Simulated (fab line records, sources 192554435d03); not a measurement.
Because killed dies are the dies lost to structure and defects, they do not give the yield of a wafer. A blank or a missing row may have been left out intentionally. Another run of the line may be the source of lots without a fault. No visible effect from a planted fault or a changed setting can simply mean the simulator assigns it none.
Split-lot study / flow n5Finfet / route with 1938 steps; 7 lots, 39 wafers read

== THE SPLIT ==
At N5_FIN_SAQP_SPACER1_ALD_24 (deposits SiO2, target thk 20.3 nm, pulse time 1 s, purge time 2 s), the setting tempC was moved away from the recipe's 300 C on 15 of the 39 wafers read, by -4.6% to -1.9%. All remaining wafers had this setting at the recipe value.

== FROM THE SPLIT ON TO THE READING: in between, the file shows 1 step ==
- N5_FIN_SAQP_SPACER1_ETCHBACK_25: etches SiO2 in CHF3/O2, target depth 24.4 nm, time 12.2 s

== THE READING ==
FIN_SAQP.cdNm (the simulator's own value, which no gauge read), in nm, at N5_FIN_SAQP_MANDREL1_REMOVE_56 (chemistry HBr/Cl2/O2, target a-Si, stops on SiNx, bt time 10 s). There is no usual value for it anywhere in the file. Across the 24 wafers here that went through the recipe, the average is 20.3 nm and the standard deviation 0.11 nm.

wafer=L078.1; tool, chamber at the split=aldSin-02, 3,1; tempC as run, C=300; against the recipe=recipe; FIN_SAQP.cdNm, nm=20.2; against lot-mates on the recipe=-
wafer=L078.2; tool, chamber at the split=aldSin-02, 0; tempC as run, C=300; against the recipe=recipe; FIN_SAQP.cdNm, nm=20.2; against lot-mates on the recipe=-
wafer=L078.3; tool, chamber at the split=aldSin-02, 3,1; tempC as run, C=300; against the recipe=recipe; FIN_SAQP.cdNm, nm=20.2; against lot-mates on the recipe=-
wafer=L078.4; tool, chamber at the split=aldSin-02, 3,0,1; tempC as run, C=286.3; against the recipe=-4.6%; FIN_SAQP.cdNm, nm=21.4; against lot-mates on the recipe=+1.2
wafer=L078.5; tool, chamber at the split=aldSin-02, 3,0,1; tempC as run, C=286.3; against the recipe=-4.6%; FIN_SAQP.cdNm, nm=21.4; against lot-mates on the recipe=+1.2
wafer=L078.6; tool, chamber at the split=aldSin-02, 3,0,1; tempC as run, C=286.3; against the recipe=-4.6%; FIN_SAQP.cdNm, nm=21; against lot-mates on the recipe=+0.8
wafer=L084.1; tool, chamber at the split=aldSin-04, 2,3,3,0; tempC as run, C=300; against the recipe=recipe; FIN_SAQP.cdNm, nm=20.4; against lot-mates on the recipe=-
wafer=L084.2; tool, chamber at the split=aldSin-04, 2,3,3,0; tempC as run, C=300; against the recipe=recipe; FIN_SAQP.cdNm, nm=20.4; against lot-mates on the recipe=-
wafer=L084.5; tool, chamber at the split=aldSin-04, 2,3,3,0; tempC as run, C=300; against the recipe=recipe; FIN_SAQP.cdNm, nm=20.4; against lot-mates on the recipe=-
wafer=L084.6; tool, chamber at the split=aldSin-04, 2,3,3,0; tempC as run, C=300; against the recipe=recipe; FIN_SAQP.cdNm, nm=20.4; against lot-mates on the recipe=-
wafer=L084.3; tool, chamber at the split=aldSin-04, 0,1; tempC as run, C=300; against the recipe=recipe; FIN_SAQP.cdNm, nm=20.2; against lot-mates on the recipe=-
wafer=L084.4; tool, chamber at the split=aldSin-04, 0,1; tempC as run, C=300; against the recipe=recipe; FIN_SAQP.cdNm, nm=20.2; against lot-mates on the recipe=-
wafer=L090.1; tool, chamber at the split=aldSin-04, 3,0; tempC as run, C=300; against the recipe=recipe; FIN_SAQP.cdNm, nm=20.4; against lot-mates on the recipe=-
wafer=L090.4; tool, chamber at the split=aldSin-04, 3,0; tempC as run, C=300; against the recipe=recipe; FIN_SAQP.cdNm, nm=20.4; against lot-mates on the recipe=-
wafer=L090.2; tool, chamber at the split=aldSin-04, 1; tempC as run, C=300; against the recipe=recipe; FIN_SAQP.cdNm, nm=20.2; against lot-mates on the recipe=-
wafer=L090.3; tool, chamber at the split=aldSin-04, 2,1,0; tempC as run, C=294.2; against the recipe=-1.9%; FIN_SAQP.cdNm, nm=20.6; against lot-mates on the recipe=+0.3
wafer=L090.5; tool, chamber at the split=aldSin-04, 2,1,0; tempC as run, C=294.2; against the recipe=-1.9%; FIN_SAQP.cdNm, nm=20.8; against lot-mates on the recipe=+0.5
wafer=L090.6; tool, chamber at the split=aldSin-04, 2,1,0; tempC as run, C=294.2; against the recipe=-1.9%; FIN_SAQP.cdNm, nm=20.8; against lot-mates on the recipe=+0.5
wafer=L092.1; tool, chamber at the split=aldSin-02, 1,2,0; tempC as run, C=289.4; against the recipe=-3.5%; FIN_SAQP.cdNm, nm=21; against lot-mates on the recipe=+0.6
wafer=L092.3; tool, chamber at the split=aldSin-02, 1,2,0; tempC as run, C=289.4; against the recipe=-3.5%; FIN_SAQP.cdNm, nm=21; against lot-mates on the recipe=+0.6
wafer=L092.4; tool, chamber at the split=aldSin-02, 1,2,0; tempC as run, C=289.4; against the recipe=-3.5%; FIN_SAQP.cdNm, nm=21; against lot-mates on the recipe=+0.6
wafer=L092.2; tool, chamber at the split=aldSin-02, 3,3,0; tempC as run, C=300; against the recipe=recipe; FIN_SAQP.cdNm, nm=20.4; against lot-mates on the recipe=-
wafer=L092.5; tool, chamber at the split=aldSin-02, 3,3,0; tempC as run, C=300; against the recipe=recipe; FIN_SAQP.cdNm, nm=20.4; against lot-mates on the recipe=-
wafer=L092.6; tool, chamber at the split=aldSin-02, 3,3,0; tempC as run, C=300; against the recipe=recipe; FIN_SAQP.cdNm, nm=20.4; against lot-mates on the recipe=-
wafer=L093.3; tool, chamber at the split=aldSin-04, 2,3,1; tempC as run, C=300; against the recipe=recipe; FIN_SAQP.cdNm, nm=20.4; against lot-mates on the recipe=-
wafer=L093.4; tool, chamber at the split=aldSin-04, 2,3,1; tempC as run, C=300; against the recipe=recipe; FIN_SAQP.cdNm, nm=20.4; against lot-mates on the recipe=-
wafer=L093.6; tool, chamber at the split=aldSin-04, 2,3,1; tempC as run, C=300; against the recipe=recipe; FIN_SAQP.cdNm, nm=20.2; against lot-mates on the recipe=-
wafer=L096.1; tool, chamber at the split=aldSin-04, 0; tempC as run, C=300; against the recipe=recipe; FIN_SAQP.cdNm, nm=20.2; against lot-mates on the recipe=-
wafer=L096.2; tool, chamber at the split=aldSin-04, 2; tempC as run, C=287.7; against the recipe=-4.1%; FIN_SAQP.cdNm, nm=21.2; against lot-mates on the recipe=+0.9
wafer=L096.4; tool, chamber at the split=aldSin-04, 1,3; tempC as run, C=287.7; against the recipe=-4.1%; FIN_SAQP.cdNm, nm=21.2; against lot-mates on the recipe=+0.9
wafer=L096.5; tool, chamber at the split=aldSin-04, 1,3; tempC as run, C=287.7; against the recipe=-4.1%; FIN_SAQP.cdNm, nm=21.2; against lot-mates on the recipe=+0.9
wafer=L096.3; tool, chamber at the split=aldSin-04, 3,2; tempC as run, C=300; against the recipe=recipe; FIN_SAQP.cdNm, nm=20.4; against lot-mates on the recipe=-
wafer=L096.6; tool, chamber at the split=aldSin-04, 3,2; tempC as run, C=300; against the recipe=recipe; FIN_SAQP.cdNm, nm=20.4; against lot-mates on the recipe=-
wafer=L097.1; tool, chamber at the split=aldSin-04, 2,0; tempC as run, C=292.5; against the recipe=-2.5%; FIN_SAQP.cdNm, nm=21; against lot-mates on the recipe=+0.5
wafer=L097.3; tool, chamber at the split=aldSin-04, 3; tempC as run, C=292.5; against the recipe=-2.5%; FIN_SAQP.cdNm, nm=21; against lot-mates on the recipe=+0.5
wafer=L097.2; tool, chamber at the split=aldSin-04, 2,0; tempC as run, C=292.5; against the recipe=-2.5%; FIN_SAQP.cdNm, nm=20.8; against lot-mates on the recipe=+0.3
wafer=L097.4; tool, chamber at the split=aldSin-04, 1,1,2; tempC as run, C=300; against the recipe=recipe; FIN_SAQP.cdNm, nm=20.4; against lot-mates on the recipe=-
wafer=L097.6; tool, chamber at the split=aldSin-04, 1,1,2; tempC as run, C=300; against the recipe=recipe; FIN_SAQP.cdNm, nm=20.4; against lot-mates on the recipe=-
wafer=L097.5; tool, chamber at the split=aldSin-04, 1,1,2; tempC as run, C=300; against the recipe=recipe; FIN_SAQP.cdNm, nm=20.6; against lot-mates on the recipe=-
Where a row lists several chambers, the file gives one row for several wafers and doesn't say which wafer went through which chamber.

THE FIT
A straight line over all 39 wafers: FIN_SAQP.cdNm changes by -0.204 nm for each +1% of tempC; r = -0.95; the points scatter about the line by 0.11 nm.
The same after taking each lot's own level away (the mean of its wafers on the recipe; 39 wafers): -0.209 nm for each +1%; r = -0.96; scatter 0.11 nm.
On that fit, the largest move of tempC shifts the reading by 0.96 nm.
The span of the lots' own levels, 20.20 to 20.47 nm, comes to 2.5 times the standard deviation stated above.
Hence the lot-to-lot level has little effect on the slope; both slopes agree.
Check: for one of the wafers moved furthest among these (-4.6%), held out of the fit, the line's prediction against its lot-mates is +0.916 nm. It came out at +1.2 nm against them.

== FURTHER SPLITS ON THESE WAFERS ==
These wafers also went through other splits before the reading. Each is held against what the fit with the lots' levels taken away leaves over:
other split on the same wafers=N5_FIN_SAQP_HM_DEP_72 timeS; wafers away from the commonest value=15; r with FIN_SAQP.cdNm (lot level and that fit taken away)=+0.19

== THE WHOLE CHAIN: every reading that the file lists as answering this split, in the file's order ==
step=N5_FIN_SAQP_SPACER1_ALD_24; what it does=deposits SiO2, target thk 20.3 nm, pulse time 1 s, purge time 2 s; reading=SiO2_of_FIN_SAQP_SPACER1_ALD_24.thkNm (the simulator's own value, which no gauge read); change (the file's fit)=-0.217 nm for each +1% of the setting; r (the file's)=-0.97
step=N5_FIN_SAQP_MANDREL1_REMOVE_56; what it does=chemistry HBr/Cl2/O2, target a-Si, stops on SiNx, bt time 10 s; reading=FIN_SAQP.cdNm (the simulator's own value, which no gauge read); change (the file's fit)=-0.208 nm for each +1% of the setting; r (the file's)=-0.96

== THE FILE'S OWN FIT ==
FIN_SAQP.cdNm changes by -0.208 nm for each +1% of tempC, r = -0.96.
